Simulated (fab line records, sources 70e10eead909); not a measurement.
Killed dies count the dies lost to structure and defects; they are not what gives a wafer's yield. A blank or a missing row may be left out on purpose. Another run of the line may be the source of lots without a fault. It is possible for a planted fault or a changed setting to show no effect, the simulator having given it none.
fab line records ; flow nand-harc ; part 1 of 2: steps 1 to 3 of 6
[record] lots = 22; wafers = 66; last-day = 33
route steps=1302 shown A_STAIRCASE@733
lots untouched by any fault: they come from a run of this same line in which no faults occurred
start-h: the number of hours between the record's first day and the start of the first shown wafer of the lot ; wait-h: hours from the lot's prior step to this one ; " as in the row above ; L1.1+2: a single row standing in for several wafers ; - no value, or no start was given ; * or withheld: withheld ; < > ~ a bound
route shown NAME@n: NAME is a module with steps in the file, n the number in the route of the first one ; usual: the fault-free wafers' mean and standard deviation ; same: alike in all rows ; chamber/n: place in a boat ; sites: each site's reading ; _std_site: standard deviation of those values ; _edge_site: mean of outer sites minus mean of inner sites ; radius-mm: how far each site lies from the wafer's centre ; mask NAME#n: copy n ; behind: the tool/chamber that last shaped the wafer ; hold: the reason the lot was held/the length of the hold in hours/how it ended ; device: the n, p or np transistor that did not switch ; end of line: at the end of the route, the tests of the same wafers ; where a step has no rows: the recipe by itself ; killed: not the wafer's yield, but the dies lost to structure and defects at the first sort ; map: a wafer's dies, x killed, . not, _ none there
set.NAME: the setting as run; set.NAME@STEP: as run at that earlier step ; model.NAME: the simulator's own value behind a step, which no gauge read
a sample of lots followed through the steps of the route, with each step as a table and each wafer as a row
services: from which hour (start-h, from the record's first day; less than 0 if before it) a tool's chamber was out of use, for how many hours, and why
[[steps]]
[step NHARC_A_STAIRCASE_DESCUM_219]
[recipe] time-s = 3; o2-flow-sccm = 200; ar-flow-sccm = 0; bias-power-w = 0; chemistry = O2
[usual] drypump-motor-current-A = 5.6/0.38; oes-product-au = 0.996/0.0097; rf-vpp-V = 57.7/0.84; showerhead-plenum-p-Torr = 1.89/0.076; throttle-valve-pct = 11.311/0.0091
lot.wafer;tool;chamber;start-h;wait-h;drypump-motor-current-A;oes-product-au;rf-hours-counter-h;rf-vpp-V;showerhead-plenum-p-Torr;throttle-valve-pct
L074.3;rie-diel-13;2;358.76;-;5.2;0.992;1;57.4;1.97;11.329
L074.4;rie-diel-13;1;358.76;-;5.9;0.975;-;58.3;1.87;11.309
L074.6;rie-diel-13;2;358.76;-;5.1;1.004;-;57.8;1.97;11.314
L076.1;rie-diel-11;0;390.42;-;6.1;1.005;41;56.8;1.77;11.325
L076.4;rie-diel-11;0;390.42;-;6.1;1.004;-;57.1;1.77;11.307
L076.5;rie-diel-11;3;390.42;-;5.1;1.006;-;57.7;1.83;11.323
L078.1;rie-diel-11;3;400.64;-;5.2;1.004;49;57.1;1.83;11.321
L078.3;rie-diel-11;0;400.64;-;6.1;1.003;45;57.6;1.76;11.320
L078.4;rie-diel-11;0;400.64;-;6.1;0.985;-;57.2;1.76;11.306
L077.3;rie-diel-03;2;403.79;-;5.9;0.981;45;57.1;1.95;11.301
L077.5;rie-diel-03;1;403.79;-;5.1;0.997;-;57.0;1.82;11.303
L077.6;rie-diel-03;2;403.79;-;5.8;0.993;-;57.9;1.95;11.310
L079.1;rie-diel-03;0;405.20;-;5.9;1.014;41;58.0;1.84;11.304
L079.6;rie-diel-03;1;405.20;-;5.1;1.006;-;57.7;1.82;11.320
L079.5;rie-diel-03;2;405.20;-;5.8;0.999;-;58.3;1.95;11.307
L081.1;rie-diel-13;1;424.40;-;5.9;0.974;21;58.2;1.86;11.311
L081.4;rie-diel-13;3;424.40;-;5.5;1.006;-;57.4;1.93;11.306
L081.6;rie-diel-13;1;424.40;-;5.9;0.983;-;56.8;1.86;11.320
L082.4;rie-diel-13;0;439.38;-;5.3;1.003;26;59.0;1.92;11.309
L082.1;rie-diel-13;2;439.38;-;5.1;1.009;18;56.4;1.97;11.317
L082.3;rie-diel-13;3;439.38;-;5.5;1.006;18;57.6;1.93;11.331
L080.2;rie-diel-03;0;440.20;-;5.9;1.003;56;56.4;1.84;11.307
L080.3;rie-diel-03;1;440.20;-;5.1;0.996;62;57.0;1.82;11.313
L080.6;rie-diel-03;0;440.20;-;5.9;1.008;-;59.5;1.84;11.299
L083.2;rie-diel-03;1;450.81;-;5.1;0.999;65;55.9;1.82;11.309
L083.6;rie-diel-03;3;450.81;-;5.9;0.988;-;58.6;1.80;11.305
L083.5;rie-diel-03;0;450.81;-;5.9;1.012;-;57.1;1.83;11.326
L085.4;rie-diel-11;2;464.46;-;6.1;0.997;7;58.4;1.87;11.302
L085.3;rie-diel-11;3;464.46;-;5.2;1.004;9;58.2;1.82;11.303
L085.1;rie-diel-11;0;464.46;-;6.1;1.001;8;57.8;2.07;11.321
L084.1;rie-diel-03;1;479.34;-;5.1;1.007;4;57.4;1.81;11.295
L084.4;rie-diel-03;3;479.34;-;5.9;0.995;4;57.5;1.80;11.319
L084.6;rie-diel-03;0;479.34;-;5.9;1.002;-;56.6;1.83;11.322
L086.2;rie-diel-11;1;483.53;-;5.5;0.992;14;58.1;2.02;11.316
L086.5;rie-diel-11;0;483.53;-;6.2;0.991;-;57.5;2.07;11.306
L086.6;rie-diel-11;1;483.53;-;5.5;0.985;-;57.4;2.02;11.319
L087.2;rie-diel-03;2;490.64;-;5.8;0.990;6;58.3;1.95;11.306
L087.3;rie-diel-03;0;490.64;-;5.9;0.999;6;58.1;1.83;11.328
L087.6;rie-diel-03;2;490.64;-;5.8;1.002;-;57.6;1.95;11.304
L088.1;rie-diel-13;2;516.04;-;5.1;1.014;43;58.7;1.96;11.296
L088.2;rie-diel-13;3;516.04;-;5.5;1.002;37;59.8;1.92;11.309
L088.4;rie-diel-13;0;516.04;-;5.3;1.015;49;56.5;1.92;11.317
L091.4;rie-diel-11;0;519.41;-;6.1;0.988;26;58.1;2.07;11.306
L091.3;rie-diel-11;1;519.41;-;5.5;0.979;26;58.3;2.02;11.314
L091.6;rie-diel-11;0;519.41;-;6.1;0.984;-;59.0;2.07;11.307
L089.3;rie-diel-03;1;522.24;-;5.1;0.994;19;55.1;1.81;11.326
L089.4;rie-diel-03;2;522.24;-;5.9;0.990;17;57.3;1.94;11.316
L089.6;rie-diel-03;3;522.24;-;5.9;0.997;-;57.8;1.79;11.306
L090.3;rie-diel-11;3;524.33;-;5.1;0.991;29;57.6;1.82;11.311
L090.1;rie-diel-11;1;524.33;-;5.5;0.990;28;59.6;2.01;11.297
L090.5;rie-diel-11;0;524.33;-;6.1;0.990;-;58.3;2.07;11.304
L092.4;rie-diel-13;1;537.77;-;5.9;1.002;2;58.5;1.85;11.307
L092.1;rie-diel-13;3;537.77;-;5.5;0.989;2;57.4;1.92;11.295
L092.5;rie-diel-13;2;537.77;-;5.1;1.009;-;58.6;1.96;11.309
L093.4;rie-diel-03;2;557.80;-;5.8;0.999;27;57.9;1.94;11.314
L093.5;rie-diel-03;3;557.80;-;5.9;0.993;-;56.4;1.79;11.306
L093.6;rie-diel-03;0;557.80;-;5.9;1.004;-;56.4;1.82;11.312
L095.4;rie-diel-13;2;566.55;-;5.2;1.003;10;58.4;1.96;11.303
L095.1;rie-diel-13;3;566.55;-;5.5;0.988;8;58.6;1.92;11.335
L095.6;rie-diel-13;3;566.55;-;5.5;0.979;-;58.4;1.92;11.308
L094.2;rie-diel-03;3;566.72;-;5.9;1.000;36;57.1;1.79;11.311
L094.4;rie-diel-03;0;566.72;-;5.9;0.997;36;56.8;1.82;11.296
L094.3;rie-diel-03;1;566.72;-;5.1;1.010;31;58.0;1.81;11.325
L096.4;rie-diel-13;0;584.80;-;5.3;0.997;15;58.5;1.91;11.316
L096.6;rie-diel-13;1;584.80;-;5.9;0.984;-;57.9;1.85;11.317
L096.5;rie-diel-13;2;584.80;-;5.2;0.993;-;57.7;1.95;11.323
[step NHARC_A_STAIRCASE_TRIM_222]
[recipe] time-s = 211.2; o2-flow-sccm = 500; ar-flow-sccm = 0; bias-w = 0; chemistry = O2
[usual] drypump-motor-current-A = 5.6/0.37; oes-product-au = 0.997/0.0095; rf-vpp-V = 57.6/0.89; showerhead-plenum-p-Torr = 3.48/0.13; throttle-valve-pct = 17.036/0.0087
lot.wafer;tool;chamber;start-h;wait-h;drypump-motor-current-A;oes-product-au;rf-hours-counter-h;rf-vpp-V;showerhead-plenum-p-Torr;throttle-valve-pct
L074.3;rie-diel-13;0;-;-;5.3;0.988;1;57.2;3.56;17.037
L074.4;rie-diel-13;2;-;-;5.1;1.012;-;58.7;3.63;17.039
L074.6;rie-diel-13;0;-;-;5.4;0.993;-;56.4;3.56;17.023
L076.1;rie-diel-11;3;-;-;5.2;1.003;44;57.5;3.39;17.044
L076.4;rie-diel-11;2;-;-;6.1;0.993;-;57.9;3.47;17.037
L076.5;rie-diel-11;0;-;-;6.1;1.013;-;58.2;3.27;17.031
L078.1;rie-diel-11;3;-;-;5.1;1.001;49;55.6;3.38;17.037
L078.3;rie-diel-11;0;-;-;6.2;1.002;46;56.6;3.27;17.031
L078.4;rie-diel-11;0;-;-;6.1;0.985;-;56.9;3.27;17.037
L077.3;rie-diel-03;2;-;-;5.9;0.993;45;57.9;3.60;17.029
L077.6;rie-diel-03;0;-;-;5.9;1.003;-;57.5;3.40;17.029
L077.5;rie-diel-03;1;-;-;5.1;0.991;-;57.2;3.37;17.025
L079.1;rie-diel-03;0;-;-;5.9;1.016;41;58.0;3.40;17.026
L079.5;rie-diel-03;2;-;-;5.8;0.996;-;58.3;3.60;17.045
L079.6;rie-diel-03;3;-;-;5.9;0.983;-;58.2;3.34;17.021
L081.1;rie-diel-13;1;-;-;5.9;0.989;21;56.1;3.44;17.045
L081.4;rie-diel-13;3;-;-;5.5;0.998;-;56.8;3.55;17.035
L081.6;rie-diel-13;0;-;-;5.3;1.002;-;56.9;3.55;17.022
L082.1;rie-diel-13;1;-;-;5.9;0.979;25;58.5;3.44;17.050
L082.4;rie-diel-13;2;-;-;5.1;1.011;18;57.2;3.62;17.026
L082.3;rie-diel-13;3;-;-;5.6;1.016;18;57.8;3.55;17.021
L080.2;rie-diel-03;1;-;-;5.1;1.004;62;57.8;3.36;17.025
L080.3;rie-diel-03;3;-;-;6.0;0.985;51;57.9;3.33;17.028
L080.6;rie-diel-03;0;-;-;5.9;1.013;-;58.5;3.40;17.032
L083.2;rie-diel-03;3;-;-;5.9;0.994;55;59.0;3.33;17.023
L083.6;rie-diel-03;0;-;-;5.9;0.997;-;55.7;3.39;17.039
L083.5;rie-diel-03;1;-;-;5.1;0.996;-;57.6;3.36;17.023
L085.3;rie-diel-11;1;-;-;5.5;0.989;10;57.7;3.71;17.037
L085.1;rie-diel-11;3;-;-;5.2;0.994;11;57.4;3.37;17.044
L085.4;rie-diel-11;0;-;-;6.2;0.986;10;58.4;3.80;17.043
L084.1;rie-diel-03;2;-;-;5.9;1.003;4;58.1;3.58;17.045
L084.4;rie-diel-03;3;-;-;5.9;1.000;4;56.7;3.33;17.040
L084.6;rie-diel-03;1;-;-;5.1;1.005;-;57.4;3.36;17.024
L086.2;rie-diel-11;0;-;-;6.2;0.992;13;58.9;3.80;17.027
L086.5;rie-diel-11;3;-;-;5.2;1.002;-;57.3;3.37;17.040
L086.6;rie-diel-11;0;-;-;6.1;0.994;-;59.1;3.80;17.032
L087.2;rie-diel-03;3;-;-;5.9;0.988;6;56.7;3.33;17.029
L087.3;rie-diel-03;1;-;-;5.1;1.004;6;57.4;3.36;17.037
L087.6;rie-diel-03;3;-;-;5.9;0.986;-;58.3;3.33;17.029
L088.4;rie-diel-13;2;-;-;5.2;1.009;43;57.8;3.61;17.058
L088.2;rie-diel-13;3;-;-;5.5;0.990;37;58.6;3.54;17.043
L088.1;rie-diel-13;1;-;-;5.9;0.989;51;57.3;3.43;17.019
L091.3;rie-diel-11;0;-;-;6.1;0.999;26;57.4;3.79;17.039
L091.4;rie-diel-11;1;-;-;5.5;0.986;26;58.4;3.70;17.017
L091.6;rie-diel-11;1;-;-;5.6;0.983;-;57.4;3.70;17.038
L089.3;rie-diel-03;2;-;-;5.8;0.997;17;56.6;3.58;17.025
L089.4;rie-diel-03;3;-;-;5.9;1.008;21;56.6;3.32;17.032
L089.6;rie-diel-03;2;-;-;5.9;1.000;-;58.7;3.58;17.032
L090.3;rie-diel-11;3;-;-;5.1;1.003;29;58.3;3.36;17.037
L090.1;rie-diel-11;0;-;-;6.1;0.995;28;59.5;3.79;17.046
L090.5;rie-diel-11;3;-;-;5.1;1.011;-;57.2;3.36;17.046
L092.1;rie-diel-13;1;-;-;5.9;0.998;2;58.4;3.42;17.033
L092.4;rie-diel-13;2;-;-;5.2;1.014;3;58.1;3.60;17.036
L092.5;rie-diel-13;0;-;-;5.4;1.005;-;58.7;3.53;17.031
L093.4;rie-diel-03;3;-;-;5.9;1.002;31;57.0;3.31;17.039
L093.6;rie-diel-03;3;-;-;5.9;0.996;-;57.2;3.31;17.044
L093.5;rie-diel-03;0;-;-;5.9;0.998;-;57.7;3.37;17.048
L095.4;rie-diel-13;2;-;-;5.1;0.997;10;59.1;3.60;17.046
L095.1;rie-diel-13;0;-;-;5.3;0.990;10;57.3;3.53;17.028
L095.6;rie-diel-13;2;-;-;5.2;0.998;-;59.2;3.60;17.046
L094.3;rie-diel-03;1;-;-;5.1;1.017;31;57.6;3.34;17.027
L094.2;rie-diel-03;2;-;-;5.9;1.001;30;57.1;3.57;17.028
L094.4;rie-diel-03;3;-;-;5.9;1.008;36;54.8;3.31;17.026
L096.4;rie-diel-13;1;-;-;5.9;0.994;17;57.8;3.42;17.024
L096.6;rie-diel-13;3;-;-;5.5;0.995;-;57.8;3.53;17.043
L096.5;rie-diel-13;0;-;-;5.3;0.991;-;56.4;3.53;17.044
[step NHARC_A_STAIRCASE_TRIM_224]
[recipe] time-s = 211.2; o2-flow-sccm = 500; ar-flow-sccm = 0; bias-w = 0; chemistry = O2
[usual] drypump-motor-current-A = 5.6/0.37; oes-product-au = 0.995/0.0099; rf-vpp-V = 57.6/0.87; showerhead-plenum-p-Torr = 3.48/0.13; throttle-valve-pct = 17.036/0.0092
lot.wafer;tool;chamber;start-h;wait-h;drypump-motor-current-A;oes-product-au;rf-hours-counter-h;rf-vpp-V;showerhead-plenum-p-Torr;throttle-valve-pct
L074.3;rie-diel-13;0;-;-;5.3;0.989;1;58.3;3.56;17.021
L074.4;rie-diel-13;2;-;-;5.2;1.010;-;57.6;3.63;17.018
L074.6;rie-diel-13;0;-;-;5.3;1.000;-;57.4;3.56;17.049
L076.1;rie-diel-11;0;-;-;6.1;0.998;41;57.2;3.27;17.028
L076.4;rie-diel-11;3;-;-;5.2;1.005;-;56.5;3.38;17.040
L076.5;rie-diel-11;0;-;-;6.1;1.011;-;55.9;3.27;17.033
L078.1;rie-diel-11;2;-;-;6.1;0.989;53;56.5;3.47;17.045
L078.3;rie-diel-11;0;-;-;6.2;0.993;46;56.1;3.27;17.025
L078.4;rie-diel-11;0;-;-;6.1;0.992;-;56.9;3.27;17.037
L077.3;rie-diel-03;1;-;-;5.1;0.998;46;57.6;3.37;17.023
L077.6;rie-diel-03;1;-;-;5.1;0.999;-;58.6;3.37;17.027
L077.5;rie-diel-03;2;-;-;5.8;0.992;-;58.1;3.60;17.052
L079.1;rie-diel-03;0;-;-;5.9;1.001;41;58.4;3.40;17.046
L079.5;rie-diel-03;3;-;-;5.9;0.990;-;57.8;3.34;17.029
L079.6;rie-diel-03;0;-;-;5.9;1.001;-;57.1;3.40;17.039
L081.1;rie-diel-13;3;-;-;5.5;1.010;15;58.1;3.55;17.054
L081.4;rie-diel-13;0;-;-;5.3;0.998;-;56.9;3.55;17.025
L081.6;rie-diel-13;3;-;-;5.5;0.998;-;58.6;3.55;17.044
L082.1;rie-diel-13;3;-;-;5.5;1.007;18;58.0;3.55;17.037
L082.3;rie-diel-13;0;-;-;5.3;1.011;26;57.1;3.55;17.041
L082.4;rie-diel-13;1;-;-;5.9;0.980;25;57.3;3.44;17.046
L080.2;rie-diel-03;0;-;-;5.9;0.998;56;57.0;3.40;17.040
L080.3;rie-diel-03;3;-;-;5.9;0.973;51;57.3;3.33;17.044
L080.6;rie-diel-03;1;-;-;5.1;0.993;-;57.9;3.36;17.046
L083.2;rie-diel-03;0;-;-;5.9;1.013;60;57.4;3.39;17.029
L083.6;rie-diel-03;2;-;-;5.9;1.002;-;56.9;3.59;17.054
L083.5;rie-diel-03;3;-;-;5.9;0.977;-;57.1;3.33;17.037
L085.3;rie-diel-11;0;-;-;6.2;0.987;10;57.8;3.80;17.031
L085.1;rie-diel-11;1;-;-;5.5;0.984;10;58.6;3.71;17.040
L085.4;rie-diel-11;3;-;-;5.2;0.984;11;56.0;3.37;17.026
L084.1;rie-diel-03;1;-;-;5.1;1.002;4;56.5;3.36;17.027
L084.4;rie-diel-03;2;-;-;5.9;0.993;4;57.4;3.58;17.043
L084.6;rie-diel-03;2;-;-;5.9;1.000;-;58.6;3.58;17.049
L086.2;rie-diel-11;3;-;-;5.2;0.985;14;58.2;3.37;17.034
L086.5;rie-diel-11;2;-;-;6.1;0.983;-;56.7;3.45;17.036
L086.6;rie-diel-11;3;-;-;5.1;0.985;-;57.9;3.37;17.020
L087.3;rie-diel-03;3;-;-;5.9;0.997;7;58.1;3.33;17.048
L087.2;rie-diel-03;1;-;-;5.1;1.015;6;56.5;3.36;17.041
L087.6;rie-diel-03;0;-;-;5.9;0.985;-;56.9;3.39;17.040
L088.4;rie-diel-13;0;-;-;5.3;0.999;49;57.8;3.54;17.031
L088.1;rie-diel-13;1;-;-;5.9;0.997;51;55.6;3.42;17.025
L088.2;rie-diel-13;2;-;-;5.2;1.005;43;58.5;3.61;17.051
L091.3;rie-diel-11;3;-;-;5.2;0.979;28;56.9;3.36;17.041
L091.4;rie-diel-11;0;-;-;6.2;0.999;27;58.5;3.79;17.042
L091.6;rie-diel-11;2;-;-;6.1;0.998;-;57.1;3.45;17.038
L089.4;rie-diel-03;1;-;-;5.1;0.996;19;57.3;3.35;17.026
L089.3;rie-diel-03;2;-;-;5.9;0.999;17;58.3;3.58;17.038
L089.6;rie-diel-03;0;-;-;5.9;0.983;-;58.2;3.38;17.025
L090.1;rie-diel-11;3;-;-;5.2;0.985;30;56.9;3.36;17.039
L090.3;rie-diel-11;0;-;-;6.1;0.983;28;58.2;3.79;17.039
L090.5;rie-diel-11;1;-;-;5.5;0.989;-;57.4;3.70;17.039
L092.4;rie-diel-13;3;-;-;5.5;0.983;2;57.5;3.54;17.026
L092.1;rie-diel-13;0;-;-;5.3;1.000;2;57.5;3.53;17.051
L092.5;rie-diel-13;1;-;-;5.9;1.004;-;57.4;3.42;17.029
L093.4;rie-diel-03;0;-;-;5.9;1.002;32;57.7;3.38;17.040
L093.6;rie-diel-03;3;-;-;5.9;0.997;-;56.9;3.31;17.054
L093.5;rie-diel-03;0;-;-;5.9;1.006;-;57.2;3.37;17.023
L095.4;rie-diel-13;0;-;-;5.3;1.003;10;57.6;3.53;17.026
L095.1;rie-diel-13;2;-;-;5.1;1.001;11;59.1;3.60;17.033
L095.6;rie-diel-13;3;-;-;5.5;0.987;-;57.5;3.53;17.038
L094.3;rie-diel-03;1;-;-;5.1;1.003;31;57.4;3.34;17.032
L094.4;rie-diel-03;3;-;-;5.9;0.996;36;56.6;3.31;17.038
L094.2;rie-diel-03;0;-;-;5.9;0.990;37;54.9;3.37;17.036
L096.4;rie-diel-13;1;-;-;5.9;0.995;17;58.3;3.42;17.029
L096.6;rie-diel-13;3;-;-;5.5;1.003;-;57.0;3.53;17.028
L096.5;rie-diel-13;0;-;-;5.3;0.993;-;59.0;3.53;17.027
